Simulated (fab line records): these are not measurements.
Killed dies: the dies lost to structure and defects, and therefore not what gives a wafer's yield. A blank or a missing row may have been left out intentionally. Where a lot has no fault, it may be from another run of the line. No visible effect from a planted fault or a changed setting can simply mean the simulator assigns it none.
A lot that was struck, set against a sound lot    flow n5_finfet    37 steps out of a route of 1938
Sound: these wafers, L338.1, L338.3, L338.5. The struck wafers were L354.2, L354.5, L354.6. The cause is named last.
Each step with rows lists, per side, the tool, then ch with its chambers, then its first start. Under that, the readings that differ: sound wafers    struck wafers    difference of the means    sigmas: that difference in standard deviations of wafers without a fault.
alike: a reading whose means differ by less than 2 such deviations, as well as words and numbers matching on both sides. not compared: withheld readings; readings where some wafer has no value; bounds like >300 that might hide an equal value; numbers whose values overlap and for which the record gives no deviation.
The two part at a step that has a row with sigmas, a row that says differs or no value, or rows on one side only. Numbers that have no deviation but don't overlap get no sigmas and don't part them. A reading missing from all wafers of one side parts the sides only when that side holds two or more wafers.

first, 9 steps without rows for these wafers: N5_BEOL_M11_PEB_26 (peb time 60 s); N5_BEOL_M11_DEVELOP_27 (develop time 30 s); N5_BEOL_M11_DESCUM_33 (chemistry O2, time 7.9 s); N5_BEOL_M11_ETCH_65 (etches SiARC in CF4, target depth 39 nm, time 65 s); N5_BEOL_M11_ETCH_66 (etches SOC in N2/H2, target depth 120 nm, overetch 24 nm, time 180 s); N5_BEOL_M11_STRIP_69 (strips in N2/H2); N5_BEOL_M11_VIA_ETCH_34 (etches SiCOH lowk in C4F6/O2, target depth 184.5 nm, time 69.2 s); N5_BEOL_M11_STRIP_73 (strips in C4F6/O2); N5_BEOL_M11_STRIP_36 (strips in N2/H2).
N5_BEOL_M11_TRENCH_ETCH_37: etches SiCOH lowk in C4F6/O2, target depth 148.83 nm, time 48 s.
  sound on rie_diel-01 ch 1,2, day 13 09:32; struck on rie_diel-06 ch 2,3, day 16 23:26
reading                                      sound              struck             difference  sigmas
run_length_s (s)                             71.4 70.8 71.1     68.5 68.4 68.8     -2.5        -7
showerhead_plenum_p_Torr (Torr)              2.83 3.00 3.00     2.72 2.85 2.72     -0.18       -2
model.etch.depth_nm (nm)                     147.6 151.6 152.3  138.5 139.5 139.1  -11.5       
model.BEOL_M11.feature_depth_nm (nm)         147.6 151.6 152.2  138.4 139.6 139    -11.5       
model.TiN_of_BEOL_M11_HM_DEP_02.thk_nm (nm)  15.8 15.6 15.4     16.4 16 16.2       +0.6        
  alike: drypump_motor_current_A, oes_product_au, rf_vpp_V, throttle_valve_pct
  not compared: rf_hours_counter_h
then, 2 steps without rows for these wafers: N5_BEOL_M11_ETCH_41 (etches SiCN in CH3F/O2, target depth 42.6 nm, time 86 s); N5_BEOL_M11_STRIP_77 (strips in N2/H2, time 10 s).
N5_BEOL_M11_OCD_MEAS_38:
  sound on ocd-01 at day 13 09:43; struck on ocd-02 at day 16 23:37
reading               sound              struck             difference  sigmas
trench_depth_nm (nm)  147.7 151.5 152.3  138.6 138.7 139.1  -11.7       -5
then, 13 steps without rows for these wafers: N5_BEOL_M11_HM_STRIP_39 (strips TiN in peroxide tin strip, target depth 25 nm, time 158 s); N5_BEOL_M11_SRD_40 (time 30 s); N5_BEOL_M11_PRECLEAN_42 (cleans in residue remover, time 60 s); N5_BEOL_M11_SRD_43 (time 30 s); N5_BEOL_M11_CURE_72 (cures SiCOH lowk, time 120 s); N5_BEOL_M11_DEGAS_44 (time 60 s); N5_BEOL_M11_PRE_CLEAN_45 (time 30 s); N5_BEOL_M11_ALD_74 (deposits TaN, target thk 2 nm, pulse time 2 s, purge time 3 s); N5_BEOL_M11_SURFACE_TREAT_76; N5_BEOL_M11_CVD_75 (deposits Co from CCTBA/H2, target thk 2 nm, time 138.9 s); N5_BEOL_M11_SPUTTER_48 (material Cu, target thk 12 nm, time 2 s); N5_BEOL_M11_ECD_50 (material Cu, target thk 318 nm); N5_BEOL_M11_ANNEAL_51 (time 90 s).
N5_BEOL_M11_CMP_52: polishes, stops on SiCOH lowk, t overpolish 7 s, target thk 140 nm.
  sound on cmp-01 ch 2,3, day 13 13:09; struck on cmp-04 ch 2,3, day 17 02:42
reading                                  sound          struck         difference  sigmas
model.Cu_of_BEOL_M11_ECD_50.thk_nm (nm)  138.2 143 144  129 129.4 130  -12         
  alike: barrier_field_endpoint_s, motor_current_A, overpolish_run_s, time_to_endpoint_s
N5_BEOL_M11_THK_MEAS_53: measures by xrf.
  sound on film_metro-01 at day 13 13:27; struck on film_metro-02 at day 17 03:07
reading       sound              struck             difference  sigmas
M11_THK (nm)  140.7 144.6 146.0  129.9 129.9 130.7  -13.6       -5
then, 2 steps without rows for these wafers: N5_BEOL_M11_PRE_CLEAN_55 (time 15 s); N5_BEOL_M11_DEP_56 (deposits SiCN from 3MS/NH3, target thk 30 nm, time 10.5 s).
N5_BEOL_M11_RS_MEAS_57: a four-point-probe measurement.
  sound on film_metro-02 at day 13 13:35; struck on film_metro-02 at day 17 03:16
reading          sound                 struck                difference  sigmas
M11_RS (ohm/sq)  0.1528 0.1470 0.1463  0.1646 0.1647 0.1636  +0.0156     +5
then, 5 steps without rows for these wafers: N5_BEOL_M12_ILD_DEP_00 (deposits SiOC from DEMS/O2, target thk 658.92 nm, time 130.7 s); N5_BEOL_M12_COAT_58 (time 60 s, resist thk 89 nm); N5_BEOL_M12_COAT_04 (resist thk 400 nm); N5_BEOL_M12_EBR_06; N5_BEOL_M12_SOFTBAKE_05 (time 60 s).
N5_BEOL_M15_RC_MEAS_101:
  sound on prober-02 ch 0, day 14 13:00; struck on prober-02 ch 0, day 18 07:26
reading                     sound           struck          difference  sigmas
SERP_M11 (ohm/um)           3.15 2.98 2.94  3.29 3.34 3.26  +0.27       +4
SERP_M11_max_site (ohm/um)  3.20 3.13 3.04  3.43 3.43 3.34  +0.28       +4
  alike: etest_temp_c, COMB_M10, COMB_M11, COMB_M12, COMB_M13, COMB_M14, COMB_M15, COMB_M5, COMB_M6, COMB_M7, COMB_M8, COMB_M9, SERP_M10, SERP_M12, SERP_M13, SERP_M14, SERP_M5, SERP_M5_max_site, SERP_M6, SERP_M7, SERP_M8, SERP_M9

## WHERE THEY PART
At N5_BEOL_M11_TRENCH_ETCH_37 first; at N5_BEOL_M15_RC_MEAS_101 last (within this record only).

WHY: what the simulator had put in
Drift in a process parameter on rie_diel-06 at N5_BEOL_M11_TRENCH_ETCH_37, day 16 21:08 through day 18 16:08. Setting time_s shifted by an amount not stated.
